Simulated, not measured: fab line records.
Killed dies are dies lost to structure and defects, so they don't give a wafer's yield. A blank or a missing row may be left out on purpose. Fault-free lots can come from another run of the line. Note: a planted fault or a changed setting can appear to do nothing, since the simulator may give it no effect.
Matching of chambers / flow n5-finfet / cvd-co-02 running N5_MOL_CONTACT_COAG_CO_FILL_22: 3 sister chambers
The step material Co, precursor CCTBA/H2, target thk 20 nm. 3 wafers are shown with their chamber, then 9 later ones without.

== EACH WAFER AND ITS CHAMBER ==
wafer=L081.5; chamber=2; heater-power-w (W)=237
wafer=L089.3; chamber=1; heater-power-w (W)=288
wafer=L089.6; chamber=0; heater-power-w (W)=260

== WAFERS MISSING THEIR CHAMBER ==
wafer=L090.2; heater-power-w (W)=255
wafer=L090.3; heater-power-w (W)=233
wafer=L090.6; heater-power-w (W)=231
wafer=L093.1; heater-power-w (W)=226
wafer=L093.3; heater-power-w (W)=294
wafer=L093.6; heater-power-w (W)=281
wafer=L095.1; heater-power-w (W)=251
wafer=L095.2; heater-power-w (W)=235
wafer=L095.5; heater-power-w (W)=275

== WHICH CHAMBER EACH ONE RAN IN ==
wafer=L090.2; from the rows above=can't be placed: 0 or 2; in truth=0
wafer=L090.3; from the rows above=2; in truth=2
wafer=L090.6; from the rows above=2; in truth=2
wafer=L093.1; from the rows above=2; in truth=2
wafer=L093.3; from the rows above=1; in truth=1
wafer=L093.6; from the rows above=can't be placed: 1 or 0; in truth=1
wafer=L095.1; from the rows above=can't be placed: 0 or 2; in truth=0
wafer=L095.2; from the rows above=2; in truth=2
wafer=L095.5; from the rows above=can't be placed: 1 or 0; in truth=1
Correct placement for 5 of the 9. Not placeable from these rows: 4 (in 4, the candidates include the true chamber). 0 placed wrongly.
How it was worked out, from the rows above alone: a wafer's distance from a chamber is the root of the sum, over the readings, of the square of ((its reading less the chamber's mean) divided by the reading's scatter). The wafer belongs to the nearest chamber; if the next one is less than 2 further off, it can't be placed. The mean given for a chamber averages the wafers shown for that chamber. The scatter (one wafer shown for each chamber): square how far every hidden wafer sits from the nearest shown wafer, average those squares and take the square root.
